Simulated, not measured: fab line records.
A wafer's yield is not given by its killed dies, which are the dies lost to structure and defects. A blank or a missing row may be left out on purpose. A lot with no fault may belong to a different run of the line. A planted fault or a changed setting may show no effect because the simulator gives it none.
A sampling plan put to the test -- flow n5Finfet -- one fab line, 67 faults that these records tell of, each judged on the records of the lots that it struck; 3 more are left out, because the records don't allow judging them
What counts as the plan is the set of the line's own looks, namely the steps on the route at which a gauge or an inspection reads a wafer and does not change it. A look can be judged if struck wafers have a number there and the file gives its usual mean and standard deviation on fault-free wafers. Caught: at a look after the fault's first step, the mean of the struck wafers lies 4 or more of those standard deviations (sigma) from the usual mean. On the tool: the same test on the tool's own readings at the fault's steps. If the struck wafers alone have a blank record, or they carry another recipe, that too counts as caught.

## THE FAULTS, as the simulator had put them in
1. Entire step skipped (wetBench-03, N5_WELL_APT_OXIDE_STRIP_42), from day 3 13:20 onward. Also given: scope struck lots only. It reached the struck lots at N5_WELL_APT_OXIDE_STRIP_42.
2. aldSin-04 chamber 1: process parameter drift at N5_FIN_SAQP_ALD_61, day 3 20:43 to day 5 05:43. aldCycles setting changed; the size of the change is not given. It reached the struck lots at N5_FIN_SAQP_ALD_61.
3. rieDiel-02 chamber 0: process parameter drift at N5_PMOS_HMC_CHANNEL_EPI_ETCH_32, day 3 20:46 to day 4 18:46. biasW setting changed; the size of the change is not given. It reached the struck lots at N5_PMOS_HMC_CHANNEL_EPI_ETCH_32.
4. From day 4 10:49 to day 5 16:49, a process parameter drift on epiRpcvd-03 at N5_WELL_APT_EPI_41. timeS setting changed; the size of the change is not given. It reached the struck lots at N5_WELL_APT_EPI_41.
5. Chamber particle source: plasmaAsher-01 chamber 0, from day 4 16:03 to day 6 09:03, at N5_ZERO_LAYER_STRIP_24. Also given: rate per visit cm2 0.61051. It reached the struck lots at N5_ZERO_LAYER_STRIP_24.
6. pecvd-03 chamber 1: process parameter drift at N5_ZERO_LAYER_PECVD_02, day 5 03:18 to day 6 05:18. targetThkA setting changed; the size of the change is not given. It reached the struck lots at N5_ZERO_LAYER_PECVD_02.
7. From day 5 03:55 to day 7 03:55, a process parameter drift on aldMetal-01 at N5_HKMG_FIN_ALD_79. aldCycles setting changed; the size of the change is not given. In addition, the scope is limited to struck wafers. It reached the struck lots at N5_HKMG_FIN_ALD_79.
8. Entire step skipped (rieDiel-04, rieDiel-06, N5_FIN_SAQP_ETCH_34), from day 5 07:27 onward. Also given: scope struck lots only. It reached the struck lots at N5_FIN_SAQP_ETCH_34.
9. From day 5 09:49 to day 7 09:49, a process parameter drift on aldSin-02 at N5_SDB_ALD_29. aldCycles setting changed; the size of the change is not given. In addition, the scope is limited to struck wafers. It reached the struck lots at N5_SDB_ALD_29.
10. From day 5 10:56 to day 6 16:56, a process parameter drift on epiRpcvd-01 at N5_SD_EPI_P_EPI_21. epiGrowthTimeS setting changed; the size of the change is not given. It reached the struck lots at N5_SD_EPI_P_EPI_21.
11. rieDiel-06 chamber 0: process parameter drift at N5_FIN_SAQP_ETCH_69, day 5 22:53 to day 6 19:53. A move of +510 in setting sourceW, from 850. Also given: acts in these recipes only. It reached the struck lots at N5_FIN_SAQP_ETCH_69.
12. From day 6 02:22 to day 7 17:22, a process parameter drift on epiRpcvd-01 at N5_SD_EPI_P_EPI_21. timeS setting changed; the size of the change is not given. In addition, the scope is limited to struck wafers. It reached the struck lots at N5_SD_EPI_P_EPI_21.
13. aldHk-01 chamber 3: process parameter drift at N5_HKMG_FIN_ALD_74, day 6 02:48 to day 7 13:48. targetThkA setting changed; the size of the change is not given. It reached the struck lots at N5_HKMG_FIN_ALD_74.
14. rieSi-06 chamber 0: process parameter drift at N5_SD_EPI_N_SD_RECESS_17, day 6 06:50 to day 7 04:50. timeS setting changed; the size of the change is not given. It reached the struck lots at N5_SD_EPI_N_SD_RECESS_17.
15. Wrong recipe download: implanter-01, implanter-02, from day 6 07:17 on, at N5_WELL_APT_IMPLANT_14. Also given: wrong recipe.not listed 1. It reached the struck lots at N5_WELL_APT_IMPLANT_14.
16. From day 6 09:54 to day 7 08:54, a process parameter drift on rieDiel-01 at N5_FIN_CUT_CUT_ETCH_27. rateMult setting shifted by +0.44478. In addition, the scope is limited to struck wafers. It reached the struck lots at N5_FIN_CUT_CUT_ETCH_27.
17. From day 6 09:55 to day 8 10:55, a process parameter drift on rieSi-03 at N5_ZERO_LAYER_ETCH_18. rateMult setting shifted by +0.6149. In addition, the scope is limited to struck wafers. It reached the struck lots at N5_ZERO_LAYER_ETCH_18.
18. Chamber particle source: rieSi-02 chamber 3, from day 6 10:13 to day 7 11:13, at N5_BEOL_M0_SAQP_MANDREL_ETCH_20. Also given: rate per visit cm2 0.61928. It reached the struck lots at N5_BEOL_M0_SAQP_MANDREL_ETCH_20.
19. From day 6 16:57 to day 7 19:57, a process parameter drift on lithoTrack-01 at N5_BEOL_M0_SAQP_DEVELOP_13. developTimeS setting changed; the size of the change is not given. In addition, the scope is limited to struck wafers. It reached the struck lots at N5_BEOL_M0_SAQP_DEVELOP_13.
20. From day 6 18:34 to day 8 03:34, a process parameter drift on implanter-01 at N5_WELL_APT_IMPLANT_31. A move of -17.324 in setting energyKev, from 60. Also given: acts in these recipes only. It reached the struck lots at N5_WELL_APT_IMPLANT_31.
21. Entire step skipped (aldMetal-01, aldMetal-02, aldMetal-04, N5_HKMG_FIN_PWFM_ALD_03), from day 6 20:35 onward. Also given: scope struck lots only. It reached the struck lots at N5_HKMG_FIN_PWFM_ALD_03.
22. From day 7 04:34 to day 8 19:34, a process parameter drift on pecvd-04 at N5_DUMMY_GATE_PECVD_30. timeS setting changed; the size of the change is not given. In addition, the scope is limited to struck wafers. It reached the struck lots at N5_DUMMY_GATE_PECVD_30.
23. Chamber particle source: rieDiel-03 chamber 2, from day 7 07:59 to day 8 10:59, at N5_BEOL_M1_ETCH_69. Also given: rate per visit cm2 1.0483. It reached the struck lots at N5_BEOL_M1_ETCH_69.
24. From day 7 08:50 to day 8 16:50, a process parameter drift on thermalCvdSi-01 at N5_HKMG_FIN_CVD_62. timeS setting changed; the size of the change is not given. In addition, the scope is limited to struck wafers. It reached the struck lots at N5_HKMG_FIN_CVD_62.
25. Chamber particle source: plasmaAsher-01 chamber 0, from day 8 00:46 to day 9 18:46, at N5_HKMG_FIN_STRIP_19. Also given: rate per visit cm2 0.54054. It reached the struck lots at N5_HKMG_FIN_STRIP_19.
26. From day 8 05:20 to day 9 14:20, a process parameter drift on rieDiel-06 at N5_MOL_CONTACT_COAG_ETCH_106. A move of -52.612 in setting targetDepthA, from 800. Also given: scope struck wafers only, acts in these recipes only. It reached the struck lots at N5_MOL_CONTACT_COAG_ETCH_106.
27. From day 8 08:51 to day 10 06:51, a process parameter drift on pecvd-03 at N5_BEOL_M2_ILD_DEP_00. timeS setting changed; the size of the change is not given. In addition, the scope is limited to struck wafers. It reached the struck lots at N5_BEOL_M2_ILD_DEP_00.
28. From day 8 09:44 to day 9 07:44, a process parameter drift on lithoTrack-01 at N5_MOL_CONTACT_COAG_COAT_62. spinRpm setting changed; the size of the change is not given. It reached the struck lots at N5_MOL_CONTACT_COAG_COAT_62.
29. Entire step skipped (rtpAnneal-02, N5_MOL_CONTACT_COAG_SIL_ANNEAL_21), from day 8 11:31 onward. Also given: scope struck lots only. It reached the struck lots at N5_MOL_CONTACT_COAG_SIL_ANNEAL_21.
30. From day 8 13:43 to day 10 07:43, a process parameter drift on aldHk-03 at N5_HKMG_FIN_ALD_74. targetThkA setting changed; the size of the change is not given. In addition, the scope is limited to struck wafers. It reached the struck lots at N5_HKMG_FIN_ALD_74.
31. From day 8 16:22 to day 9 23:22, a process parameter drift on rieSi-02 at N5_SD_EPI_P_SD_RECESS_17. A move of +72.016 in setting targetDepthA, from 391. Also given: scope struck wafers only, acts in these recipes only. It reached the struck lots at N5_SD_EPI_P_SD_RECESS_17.
32. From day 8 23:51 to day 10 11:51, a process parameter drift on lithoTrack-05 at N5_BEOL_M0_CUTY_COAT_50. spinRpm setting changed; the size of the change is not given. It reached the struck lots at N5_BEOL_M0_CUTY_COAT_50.
33. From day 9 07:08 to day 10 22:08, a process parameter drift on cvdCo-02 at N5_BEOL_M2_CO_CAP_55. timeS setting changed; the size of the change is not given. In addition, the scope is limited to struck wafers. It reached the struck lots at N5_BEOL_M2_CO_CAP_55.
34. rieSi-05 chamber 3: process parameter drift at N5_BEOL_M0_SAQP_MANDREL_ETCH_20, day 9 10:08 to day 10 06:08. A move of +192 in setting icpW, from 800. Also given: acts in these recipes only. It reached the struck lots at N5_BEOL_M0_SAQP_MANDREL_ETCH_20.
35. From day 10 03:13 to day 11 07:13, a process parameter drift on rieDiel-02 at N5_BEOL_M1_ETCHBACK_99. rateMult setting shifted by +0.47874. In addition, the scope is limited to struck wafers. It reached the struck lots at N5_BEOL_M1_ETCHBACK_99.
36. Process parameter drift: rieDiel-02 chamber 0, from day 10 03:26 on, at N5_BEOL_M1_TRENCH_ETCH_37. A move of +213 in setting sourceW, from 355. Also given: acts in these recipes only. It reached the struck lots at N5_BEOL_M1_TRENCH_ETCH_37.
37. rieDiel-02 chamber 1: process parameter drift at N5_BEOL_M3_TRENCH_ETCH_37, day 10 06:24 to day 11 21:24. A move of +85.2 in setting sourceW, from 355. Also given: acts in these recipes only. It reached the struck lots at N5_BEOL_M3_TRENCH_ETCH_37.
38. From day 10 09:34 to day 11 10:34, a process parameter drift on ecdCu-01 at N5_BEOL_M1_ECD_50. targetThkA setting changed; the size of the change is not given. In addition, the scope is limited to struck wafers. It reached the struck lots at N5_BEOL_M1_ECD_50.
39. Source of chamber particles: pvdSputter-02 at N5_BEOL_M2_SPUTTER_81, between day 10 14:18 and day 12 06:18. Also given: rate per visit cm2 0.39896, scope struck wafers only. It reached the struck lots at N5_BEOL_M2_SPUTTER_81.
40. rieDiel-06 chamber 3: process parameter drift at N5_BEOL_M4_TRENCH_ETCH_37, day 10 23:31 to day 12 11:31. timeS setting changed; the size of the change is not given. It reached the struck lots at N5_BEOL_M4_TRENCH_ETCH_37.
41. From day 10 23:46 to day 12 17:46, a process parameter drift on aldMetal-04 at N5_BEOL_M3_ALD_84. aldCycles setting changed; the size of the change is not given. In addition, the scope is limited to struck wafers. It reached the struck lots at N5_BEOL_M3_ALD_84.
42. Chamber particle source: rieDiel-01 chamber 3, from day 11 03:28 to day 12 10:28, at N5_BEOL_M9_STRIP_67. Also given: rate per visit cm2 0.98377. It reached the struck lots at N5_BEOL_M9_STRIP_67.
43. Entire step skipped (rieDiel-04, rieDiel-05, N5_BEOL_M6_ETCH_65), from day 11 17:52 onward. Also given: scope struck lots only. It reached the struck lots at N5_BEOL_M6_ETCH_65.
44. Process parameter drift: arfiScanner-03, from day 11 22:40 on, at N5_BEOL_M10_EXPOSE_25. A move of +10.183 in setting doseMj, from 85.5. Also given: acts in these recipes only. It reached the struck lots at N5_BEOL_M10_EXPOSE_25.
45. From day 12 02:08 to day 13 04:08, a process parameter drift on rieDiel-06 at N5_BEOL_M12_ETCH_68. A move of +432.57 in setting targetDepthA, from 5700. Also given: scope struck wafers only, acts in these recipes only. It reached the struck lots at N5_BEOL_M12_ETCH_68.
46. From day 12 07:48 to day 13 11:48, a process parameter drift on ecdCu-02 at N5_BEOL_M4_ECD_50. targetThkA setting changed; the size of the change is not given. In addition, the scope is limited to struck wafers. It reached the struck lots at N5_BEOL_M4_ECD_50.
47. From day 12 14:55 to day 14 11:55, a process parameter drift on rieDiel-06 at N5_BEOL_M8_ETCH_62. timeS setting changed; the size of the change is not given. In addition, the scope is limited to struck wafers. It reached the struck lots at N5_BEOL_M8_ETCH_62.
48. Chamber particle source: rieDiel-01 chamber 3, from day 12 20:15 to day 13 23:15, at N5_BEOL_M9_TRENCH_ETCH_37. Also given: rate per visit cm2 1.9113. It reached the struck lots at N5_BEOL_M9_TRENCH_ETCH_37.
49. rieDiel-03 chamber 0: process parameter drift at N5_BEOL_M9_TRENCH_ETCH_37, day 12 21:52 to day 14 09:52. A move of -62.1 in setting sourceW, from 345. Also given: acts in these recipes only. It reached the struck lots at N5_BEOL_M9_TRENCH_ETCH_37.
50. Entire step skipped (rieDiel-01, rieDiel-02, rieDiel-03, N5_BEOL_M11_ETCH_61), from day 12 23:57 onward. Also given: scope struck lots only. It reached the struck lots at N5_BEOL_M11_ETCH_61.
51. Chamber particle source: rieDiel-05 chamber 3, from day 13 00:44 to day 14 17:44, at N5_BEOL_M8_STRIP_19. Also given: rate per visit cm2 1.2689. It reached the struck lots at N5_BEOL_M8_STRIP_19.
52. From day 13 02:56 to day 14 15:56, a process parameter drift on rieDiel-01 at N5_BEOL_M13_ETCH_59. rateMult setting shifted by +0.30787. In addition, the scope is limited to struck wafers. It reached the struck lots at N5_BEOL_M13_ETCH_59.
53. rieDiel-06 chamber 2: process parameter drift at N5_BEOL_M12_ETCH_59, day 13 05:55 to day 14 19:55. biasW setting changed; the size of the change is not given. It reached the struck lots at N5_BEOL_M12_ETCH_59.
54. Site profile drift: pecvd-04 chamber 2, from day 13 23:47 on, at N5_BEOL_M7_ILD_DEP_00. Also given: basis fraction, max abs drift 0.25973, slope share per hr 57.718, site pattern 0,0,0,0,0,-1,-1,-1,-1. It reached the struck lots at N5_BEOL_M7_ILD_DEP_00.
55. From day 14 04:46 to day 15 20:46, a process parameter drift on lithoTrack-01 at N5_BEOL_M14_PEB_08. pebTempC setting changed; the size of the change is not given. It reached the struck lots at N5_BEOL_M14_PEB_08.
56. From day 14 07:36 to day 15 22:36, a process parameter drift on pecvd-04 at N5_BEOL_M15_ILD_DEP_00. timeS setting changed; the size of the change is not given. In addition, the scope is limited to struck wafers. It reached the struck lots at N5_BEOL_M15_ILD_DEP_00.
57. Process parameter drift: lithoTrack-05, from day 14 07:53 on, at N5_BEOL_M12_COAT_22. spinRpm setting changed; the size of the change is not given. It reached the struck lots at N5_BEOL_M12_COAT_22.
58. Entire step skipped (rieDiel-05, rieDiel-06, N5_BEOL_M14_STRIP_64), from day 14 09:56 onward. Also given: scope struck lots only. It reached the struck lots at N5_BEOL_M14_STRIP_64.
59. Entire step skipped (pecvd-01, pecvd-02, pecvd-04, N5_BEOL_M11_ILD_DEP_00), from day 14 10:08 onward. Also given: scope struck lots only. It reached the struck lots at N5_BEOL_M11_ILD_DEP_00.
60. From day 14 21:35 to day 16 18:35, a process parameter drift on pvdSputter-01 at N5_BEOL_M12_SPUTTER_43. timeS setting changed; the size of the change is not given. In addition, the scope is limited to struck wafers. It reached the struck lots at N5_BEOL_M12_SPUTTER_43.
61. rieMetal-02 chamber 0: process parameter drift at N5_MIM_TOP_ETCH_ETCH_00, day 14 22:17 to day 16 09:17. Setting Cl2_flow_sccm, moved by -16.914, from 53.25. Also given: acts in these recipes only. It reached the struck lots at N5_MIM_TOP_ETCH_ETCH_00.
62. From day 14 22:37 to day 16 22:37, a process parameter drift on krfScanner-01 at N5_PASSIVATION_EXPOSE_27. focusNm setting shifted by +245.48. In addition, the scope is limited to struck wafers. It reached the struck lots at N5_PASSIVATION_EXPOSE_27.
63. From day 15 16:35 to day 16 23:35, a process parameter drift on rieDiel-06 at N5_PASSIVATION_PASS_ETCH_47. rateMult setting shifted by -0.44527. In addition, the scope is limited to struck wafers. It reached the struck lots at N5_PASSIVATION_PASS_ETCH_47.
64. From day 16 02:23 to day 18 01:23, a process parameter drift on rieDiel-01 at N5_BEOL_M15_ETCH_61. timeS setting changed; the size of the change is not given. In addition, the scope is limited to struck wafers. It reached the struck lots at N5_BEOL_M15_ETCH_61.
65. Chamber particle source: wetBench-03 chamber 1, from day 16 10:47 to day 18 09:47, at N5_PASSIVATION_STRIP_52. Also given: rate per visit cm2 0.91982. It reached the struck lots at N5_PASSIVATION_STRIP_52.
66. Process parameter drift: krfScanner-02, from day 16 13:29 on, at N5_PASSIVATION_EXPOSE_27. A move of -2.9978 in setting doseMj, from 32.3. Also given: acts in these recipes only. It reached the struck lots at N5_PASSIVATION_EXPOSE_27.
67. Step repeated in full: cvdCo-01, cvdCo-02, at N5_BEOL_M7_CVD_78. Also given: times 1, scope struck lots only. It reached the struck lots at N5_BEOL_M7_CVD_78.

## WHAT THE PLAN SAW
fault,on the tool itself,first look that catches it,"reading, sigma",median hours from its first step to that look,hours from the fault's start to the first struck lot there,judged looks passed uncaught
1,the tool's record is blank for the struck wafers,no look after it can be judged,-,-,-,0
2,under 2 sigma,none of the 2 looks that can be judged after it,-,-,-,2
3,biasW +99 or beyond sigma,not the one look that can be judged after it,-,-,-,1
4,runLengthS -50 sigma,N5_BEOL_M4_RC_MEAS_101,CJ_P -24,148.2,159,0
5,under 2 sigma,N5_ZERO_LAYER_INSPECT_20,rawDefectCount +22,0.4,3,0
6,under 2 sigma,N5_BEOL_M4_RC_MEAS_101,CJ_P -6.8,149.8,165,0
7,under 2 sigma,not the one look that can be judged after it,-,-,-,1
8,the tool's record is blank for the struck wafers,N5_FIN_SAQP_OCD_MEAS_76,trenchDepthNm -54,0.5,3,0
9,under 2 sigma,not the one look that can be judged after it,-,-,-,1
10,no reading that can be judged,N5_SD_EPI_P_EPI_MEAS_23,thkNm -12,1.5,5,0
11,rfFwdPowerW +99 or beyond sigma,not the one look that can be judged after it,-,-,-,1
12,under 2 sigma,N5_SD_EPI_P_EPI_MEAS_23,thkNm +9.9,1.5,6,0
13,under 2 sigma,N5_BEOL_M4_RC_MEAS_101,VT_P -4.7,83.0,86,0
14,under 2 sigma,N5_BEOL_M4_RC_MEAS_101,CJ_N -15,118.0,139,1
15,under 2 sigma,N5_BEOL_M4_RC_MEAS_101,RS_NWELL +99 or beyond,150.0,155,0
16,under 2 sigma,not the one look that can be judged after it,-,-,-,1
17,under 2 sigma,not the one look that can be judged after it,-,-,-,1
18,under 2 sigma,N5_BEOL_M0_SAQP_INSPECT_42,rawDefectCount +5.4,3.8,5,1
19,under 2 sigma,none of the 3 looks that can be judged after it,"strongest: cdNm at N5_BEOL_M0_SAQP_CD_MEAS_14, -3.4",-,-,3
20,beamEnergyKeV -99 or beyond sigma,N5_BEOL_M4_RC_MEAS_101,RS_PWELL +23,148.5,152,0
21,the tool's record is blank for the struck wafers,N5_BEOL_M4_RC_MEAS_101,VT_P_LONG -38,93.5,101,0
22,no reading that can be judged,not the one look that can be judged after it,-,-,-,1
23,under 2 sigma,no look after it can be judged,-,-,-,0
24,under 2 sigma,not the one look that can be judged after it,-,-,-,1
25,under 2 sigma,none of the 2 looks that can be judged after it,-,-,-,2
26,under 2 sigma,not the one look that can be judged after it,-,-,-,1
27,under 2 sigma,N5_BEOL_M2_THK_MEAS_01,M2_ILD_THK -6.0,0.1,2,0
28,spinSpeedRpm -55 sigma,not the one look that can be judged after it,-,-,-,1
29,the tool's record is blank for the struck wafers,N5_BEOL_M4_RC_MEAS_101,RC_N +99 or beyond,68.3,70,0
30,under 2 sigma,N5_BEOL_M4_RC_MEAS_101,IOFF_P_LONG +20,91.7,106,0
31,under 2 sigma,N5_BEOL_M4_RC_MEAS_101,IOFF_P +8.1,107.9,111,0
32,spinSpeedRpm +99 or beyond sigma,not the one look that can be judged after it,-,-,-,1
33,runLengthS -52 sigma,not the one look that can be judged after it,-,-,-,1
34,rfFwdPowerW +67 sigma,not the one look that can be judged after it,"strongest: DIBL_N at N5_BEOL_M4_RC_MEAS_101, -2.3",-,-,1
35,only faintly: oesProductAu +3.8 sigma,not the one look that can be judged after it,-,-,-,1
36,rfFwdPowerW +99 or beyond sigma,N5_BEOL_M1_OCD_MEAS_38,trenchDepthNm +11,0.2,6,0
37,rfFwdPowerW +47 sigma,none of the 2 looks that can be judged after it,"strongest: trenchDepthNm at N5_BEOL_M3_OCD_MEAS_38, +3.9",-,-,2
38,no reading that can be judged,not the one look that can be judged after it,-,-,-,1
39,under 2 sigma,not the one look that can be judged after it,-,-,-,1
40,runLengthS +8.5 sigma,N5_BEOL_M4_OCD_MEAS_38,trenchDepthNm +5.3,0.2,2,0
41,under 2 sigma,N5_BEOL_M4_RC_MEAS_101,CHAIN_V2 +14,16.4,26,0
42,under 2 sigma,N5_BEOL_M9_INSPECT_30,rawDefectCount +6.7,0.7,2,0
43,the tool's record is blank for the struck wafers,no look after it can be judged,-,-,-,0
44,exposureDoseMJCm2 +11 sigma,N5_BEOL_M10_CD_MEAS_28,cdNm +8.9,0.1,12,0
45,under 2 sigma,no look after it can be judged,-,-,-,0
46,no reading that can be judged,not the one look that can be judged after it,-,-,-,1
47,under 2 sigma,no look after it can be judged,-,-,-,0
48,under 2 sigma,no look after it can be judged,-,-,-,0
49,rfFwdPowerW -40 sigma,N5_BEOL_M9_OCD_MEAS_38,trenchDepthNm -5.7,0.2,3,0
50,the tool's record is blank for the struck wafers,no look after it can be judged,-,-,-,0
51,under 2 sigma,N5_BEOL_M8_INSPECT_30,rawDefectCount +8.3,1.4,8,1
52,under 2 sigma,none of the 2 looks that can be judged after it,"strongest: cdNm at N5_BEOL_M13_CD_MEAS_17, +3.4",-,-,2
53,biasW -59 sigma,no look after it can be judged,-,-,-,0
54,under 2 sigma,N5_BEOL_M7_THK_MEAS_01,M7_ILD_THK -12,0.7,2,0
55,plateTempC +13 sigma,N5_BEOL_M14_CD_MEAS_10,cdNm +5.0,0.1,0,0
56,runLengthS +99 or beyond sigma,N5_BEOL_M15_THK_MEAS_01,M15_ILD_THK +57,0.2,4,0
57,spinSpeedRpm -99 or beyond sigma,none of the 3 looks that can be judged after it,-,-,-,3
58,no reading that can be judged,no look after it can be judged,-,-,-,0
59,the tool's record is blank for the struck wafers,no look after it can be judged,-,-,-,0
60,under 2 sigma,not the one look that can be judged after it,-,-,-,1
61,mfcCl2Sccm -99 or beyond sigma,no look after it can be judged,-,-,-,0
62,no reading that can be judged,N5_PASSIVATION_CD_MEAS_30,cdNm +4.5,0.2,3,0
63,under 2 sigma,no look after it can be judged,-,-,-,0
64,runLengthS -32 sigma,no look after it can be judged,-,-,-,0
65,under 2 sigma,no look after it can be judged,-,-,-,0
66,exposureDoseMJCm2 -78 sigma,N5_PASSIVATION_CD_MEAS_30,cdNm -10,0.2,5,0
67,no reading that can be judged,not the one look that can be judged after it,-,-,-,1
A dash: this means the fault isn't caught or the number doesn't appear in these records.

Caught at a look: 28 of 67. Caught on the tool: 27 of 67. By one or the other: 43 of 67.
On the tool alone, faults 1, 3, 11, 28, 32, 33, 34, 37, 43, 50, 53, 57, 59, 61, 64 were caught.
Caught at a look alone: faults 5, 6, 10, 12, 13, 14, 15, 18, 27, 30, 31, 41, 42, 51, 54, 62.
Caught by neither: faults 2, 7, 9, 16, 17, 19, 22, 23, 24, 25, 26, 35, 38, 39, 45, 46, 47, 48, 52, 58, 60, 63, 65, 67.

## THINNER SAMPLING
Were the look that catches a fault to measure just every second or every third lot (counted by lot number), the first struck lot would, at worst, be measured this late:
fault,"struck lots at that look, in order of time",every lot,every second lot,every third lot
4,"L300, L303",159 h,166 h,may miss all 2
5,L606,3 h,may miss it,may miss it
6,L672,165 h,may miss it,may miss it
8,"L453, L454, L455",3 h,8 h,14 h
10,"L795, L796, L797",5 h,13 h,22 h
12,"L484, L487, L488",6 h,22 h,may miss all 3
13,L232,86 h,may miss it,may miss it
14,L138,139 h,may miss it,may miss it
15,"L538, L539, L540",155 h,159 h,163 h
18,"L852, L855",5 h,28 h,may miss all 2
20,"L439, L440",152 h,157 h,may miss all 2
21,"L444, L443, L445",101 h,102 h,105 h
27,"L454, L456, L458",2 h,may miss all 3,32 h
29,"L494, L496, L495",70 h,86 h,86 h
30,"L286, L287",106 h,109 h,may miss all 2
31,L341,111 h,may miss it,may miss it
36,L297,6 h,may miss it,may miss it
40,"L448, L449",2 h,6 h,may miss all 2
41,"L150, L153, L154",26 h,42 h,may miss all 3
42,L925,2 h,may miss it,may miss it
44,"L423, L426",12 h,27 h,may miss all 2
49,L236,3 h,may miss it,may miss it
51,"L356, L355",8 h,8 h,may miss all 2
54,"L983, L984",2 h,2 h,may miss all 2
55,"L523, L527",0 h,may miss all 2,may miss all 2
56,"L872, L876, L877",4 h,29 h,29 h
62,L810,3 h,may miss it,may miss it
66,"L302, L303",5 h,10 h,may miss all 2
Hours count from the start of the fault until the first struck lot that is measured. The limit of 4 sigma was tested on all struck wafers together, so one lot alone may lie under it. Other struck lots may not be in these records.

## THE LONGEST TIMED WAY FROM STEP TO LOOK
Fault 15: the median time between N5_WELL_APT_IMPLANT_14 and N5_BEOL_M4_RC_MEAS_101 is 150.0 hours. No look between them can be judged.
